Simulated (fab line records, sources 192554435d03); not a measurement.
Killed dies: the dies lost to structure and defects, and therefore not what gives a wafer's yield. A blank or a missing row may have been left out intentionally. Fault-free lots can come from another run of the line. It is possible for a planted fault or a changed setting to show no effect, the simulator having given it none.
A lot that was struck, set against a sound lot || flow n5-finfet || 14 out of 1938 route steps
Sound: wafers L965.3, L965.4, L965.6. The struck wafers were L963.2, L963.3, L963.4. Last of all comes the cause.
For every step that has rows: the tool of each side, followed by ch and its chambers, followed by its first start. Under that, the readings that differ: sound wafers || struck wafers || difference of the means || sigmas: that difference in standard deviations of wafers without a fault.
alike: readings with means less than 2 such deviations apart, plus words and numbers identical on both sides. not compared: withheld readings, readings lacking a value on some wafer, bounds such as >300 that could conceal the same value, and numbers that have no deviation in the record and whose values overlap.
A row with sigmas, a row that says differs or no value, or rows on one side alone: a step with any of these is where the two part. Numbers that don't overlap but have no deviation are shown without sigmas and don't part them. A reading that every wafer of one side lacks parts them only if that side has two wafers or more.

N5_BEOL_M0_SAQP_PECVD_03: deposits SiCN from 3MS/NH3, target thk 12 nm, time 21.1 s.
  sound on pecvd-01 ch 1,2, day 10 19:44; struck on pecvd-03 ch 0,2, day 10 13:04
{"reading": "showerhead-plenum-p-Torr (Torr)", "sound": "3.623 3.643 3.628", "struck": "3.665 3.660 3.671", "difference": "+0.034", "sigmas": "+3"}
  alike: throttle-valve-pct
N5_BEOL_M0_SAQP_PECVD_96: deposits a-Si from SiH4/He, target thk 45 nm, time 45.2 s.
  sound on pecvd-01 ch 1,2, day 10 19:47; struck on pecvd-03 ch 0,2, day 10 13:05
{"reading": "showerhead-plenum-p-Torr (Torr)", "sound": "5.52 5.59 5.53", "struck": "5.68 5.67 5.69", "difference": "+0.13", "sigmas": "+3"}
{"reading": "throttle-valve-pct (%)", "sound": "20.0 18.0 20.1", "struck": "16.7 17.6 16.8", "difference": -2.3, "sigmas": -2}
  alike: heater-power-w
N5_BEOL_M0_SAQP_PECVD_97: deposits SiNx from SiH4/NH3/N2, target thk 23 nm, time 19.9 s.
  sound on pecvd-01 ch 1,2, day 10 19:51; struck on pecvd-03 ch 0,2, day 10 13:08
{"reading": "showerhead-plenum-p-Torr (Torr)", "sound": "4.95 5.05 4.94", "struck": "5.16 5.14 5.16", "difference": "+0.17", "sigmas": "+3"}
{"reading": "throttle-valve-pct (%)", "sound": "44.5 39.2 44.4", "struck": "36.3 38.6 36.6", "difference": -5.5, "sigmas": -3}
  alike: heater-power-w
N5_BEOL_M0_SAQP_PECVD_04: deposits a-Si from SiH4/He, target thk 60 nm, time 60.2 s.
  sound on pecvd-01 ch 1,2, day 10 19:55; struck on pecvd-03 ch 0,2, day 10 13:11
{"reading": "heater-power-w (W)", "sound": "517 575 524", "struck": "659 638 647", "difference": "+109", "sigmas": "+2"}
{"reading": "showerhead-plenum-p-Torr (Torr)", "sound": "5.52 5.60 5.52", "struck": "5.67 5.66 5.68", "difference": "+0.12", "sigmas": "+3"}
{"reading": "throttle-valve-pct (%)", "sound": "20.2 17.8 19.7", "struck": "16.8 17.6 16.7", "difference": -2.2, "sigmas": -2}
N5_BEOL_M0_SAQP_THK_MEAS_05:
  sound: film-metro-01 at day 10 20:01; struck: film-metro-01 at day 10 13:16
  alike: thk-nm
N5_BEOL_M0_SAQP_HM_DEP_111: deposits SiO2 from SiH4/N2O, target thk 12 nm, time 7.2 s.
  sound on pecvd-02 ch 0,1,2, day 10 20:03; struck on pecvd-01 ch 0,1, day 10 13:19
  alike: heater-power-w, showerhead-plenum-p-Torr
then, 6 steps without rows for these wafers: N5_BEOL_M0_SAQP_COAT_81 (time 60 s, resist thk 100 nm); N5_BEOL_M0_SAQP_COAT_82 (time 60 s, resist thk 30 nm); N5_BEOL_M0_SAQP_COAT_08 (resist thk 90 nm); N5_BEOL_M0_SAQP_EBR_10; N5_BEOL_M0_SAQP_SOFTBAKE_09 (time 60 s); N5_BEOL_M0_SAQP_EXPOSE_11 (exposes mask M0 CORE, target cd 42 nm).
N5_BEOL_M0_SAQP_PEB_12: peb time 60 s.
  struck on litho-track-04, day 10 13:35; sound on litho-track-01 ch 0, day 10 20:26
  no value came back on the struck wafers for chill-plate-temp-C (C), exhaust-pa (Pa), resist-line-temp-C (C); on the sound wafers chill-plate-temp-C (C) reads 23.06 23.03 23.02
then, 1 step without rows for these wafers: N5_BEOL_M0_SAQP_DEVELOP_13 (develop time 30 s).

## WHERE THEY PART
Last at N5_BEOL_M0_SAQP_PEB_12 as far as this record goes, first at N5_BEOL_M0_SAQP_PECVD_03.

WHY: the cause the simulator had injected
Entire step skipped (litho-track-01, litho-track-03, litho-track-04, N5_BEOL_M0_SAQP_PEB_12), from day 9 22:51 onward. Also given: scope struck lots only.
